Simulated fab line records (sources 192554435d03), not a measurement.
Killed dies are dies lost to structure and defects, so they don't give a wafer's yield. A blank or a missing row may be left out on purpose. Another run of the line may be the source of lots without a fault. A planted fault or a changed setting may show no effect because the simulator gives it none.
A struck lot beside a sound one || flow n5Finfet || 15 out of 1938 route steps
Sound: the wafers L497.1, L497.2, L497.5. Wafers struck: L499.3, L499.4, L499.6. At the end, the cause is stated.
Order at every step that has rows: each side's tool, ch and its chambers, its first start. Under that, the readings that differ: sound wafers || struck wafers || difference of the means || sigmas: that difference in standard deviations of wafers without a fault.
alike: readings whose means differ by less than 2 such deviations, and words and numbers that are the same on both sides. not compared: withheld readings, readings that some wafer has no value for, bounds like >300 that may hide the same value, and numbers for which the record gives no deviation and whose values overlap.
The two part at a step that has a row with sigmas, a row that says differs or no value, or rows on one side only. Numbers that have no deviation but don't overlap get no sigmas and don't part them. A reading missing from all wafers of one side parts the sides only when that side holds two or more wafers.

N5_BEOL_M0_SAQP_CD_MEAS_40: the cd target is 30 nm.
  sound on cdSem-01 ch 0, day 10 05:05; struck on cdSem-03 ch 0, day 10 22:13
  alike: cdNm
N5_BEOL_M0_SAQP_OVL_MEAS_41:
  sound on overlay-02 ch 0, day 10 05:07; struck on overlay-02 ch 0, day 10 22:16
  alike: M0_CUT1_OVL
N5_BEOL_M0_SAQP_INSPECT_42: inspects for defects (brightfield).
  sound on defectInspect-01 at day 10 05:11; struck on defectInspect-01 at day 10 22:19
  alike: rawDefectCount
N5_BEOL_M0_SAQP_DESCUM_45: chemistry O2, time 7 s.
  sound on rieDiel-06 ch 1,2,3, day 10 05:13; struck on rieDiel-04 ch 2,3, day 10 22:20
  alike: drypumpMotorCurrentA, oesProductAu, rfVppV, showerheadPlenumPTorr, throttleValvePct
  not compared: rfHoursCounterH
N5_BEOL_M0_SAQP_ETCH_88: etches underlayer in N2/H2, target depth 6.5 nm, time 5.2 s.
  sound on rieDiel-06 ch 1,2,3, day 10 05:15; struck on rieDiel-04 ch 2,3, day 10 22:23
{"reading": "h2FlowSccm (sccm)", "sound": "200.6 200.8 200.5", "struck": "199.3 198.9 199.9", "difference": -1.3, "sigmas": -2}
  alike: drypumpMotorCurrentA, etchRfOnTimeS, oesProductAu, rfVppV, showerheadPlenumPTorr, throttleValvePct
  not compared: rfHoursCounterH
N5_BEOL_M0_SAQP_ETCH_73: etches SiARC in CF4, target depth 19.5 nm, time 32.5 s.
  sound on rieDiel-06 ch 1,2,3, day 10 05:16; struck on rieDiel-04 ch 2,3, day 10 22:23
  alike: drypumpMotorCurrentA, etchRfOnTimeS, oesProductAu, rfVppV, showerheadPlenumPTorr, throttleValvePct
  not compared: rfHoursCounterH
then, 3 steps without rows for these wafers: N5_BEOL_M0_SAQP_CUT_ETCH_46 (etches SOC in N2/H2, target depth 135 nm, overetch 27 nm, time 202.5 s); N5_BEOL_M0_SAQP_STRIP_74 (strips in N2/H2); N5_BEOL_M0_SAQP_STRIP_89 (strips in N2/H2).
N5_BEOL_M0_SAQP_ALD_48: deposits SiO2, target thk 20 nm, pulse time 1 s, co reactant pulse time 1 s.
  sound on aldSin-02 ch 1,2,3, day 10 05:33; struck on aldSin-01 ch 1,2, day 10 22:43
  alike: heaterPowerW, precursorPulseHeightRel
N5_BEOL_M0_SAQP_ETCH_49: etches SiO2 in CF4/O2, target depth 37 nm.
  sound on rieDiel-02 ch 0,3, day 10 06:05; struck on rieDiel-02 ch 0,1,2, day 10 23:15
  alike: drypumpMotorCurrentA, oes_f_703_au, oesProductAu, rfVppV, showerheadPlenumPTorr, throttleValvePct
  not compared: rfHoursCounterH
then, 1 step without rows for these wafers: N5_BEOL_M0_SAQP_STRIP_75 (strips in CF4).
N5_BEOL_M0_CUTY_COAT_50: time 60 s, resist thk 15 nm.
  sound on lithoTrack-03 ch 0, day 10 06:13; struck on lithoTrack-04 ch 0, day 10 23:23
{"reading": "spinSpeedRpm (rpm)", "sound": "1499.7 1500.9 1501.5", "struck": "1572.8 1573.2 1573.4", "difference": "+72.4", "sigmas": "+87"}
{"reading": "model.SiARC_of_BEOL_M0_CUTY_COAT_50.thkNm (nm)", "sound": "15 15 15", "struck": "14.8 14.8 14.6", "difference": -0.3, "sigmas": ""}
  alike: heaterPowerTotalW
then, 1 step without rows for these wafers: N5_BEOL_M0_CUTY_COAT_51 (resist thk 150 nm).
-- record jumps: 3 days separate the struck wafers' starts on either side; left off in module BEOL_M0_CUTY, taken up again in module BEOL_M4, whose first shown step is the route's number 1111 --
N5_BEOL_M4_RC_MEAS_101:
  sound on prober-01 ch 0, day 12 22:38; struck on prober-02 ch 0, day 14 02:08
{"reading": "SS_N (mV/dec)", "sound": "70.9 71.8 71.5", "struck": "74.0 71.8 72.2", "difference": "+1.3", "sigmas": "+2"}
  alike: DIBL_N, DIBL_P, IOFF_N, IOFF_P, ION_N, ION_P, SS_P, VT_N, VT_P

WHERE THEY PART
At N5_BEOL_M0_SAQP_ETCH_88 first; at N5_BEOL_M4_RC_MEAS_101 last (within this record only).

WHY: the cause the simulator had injected
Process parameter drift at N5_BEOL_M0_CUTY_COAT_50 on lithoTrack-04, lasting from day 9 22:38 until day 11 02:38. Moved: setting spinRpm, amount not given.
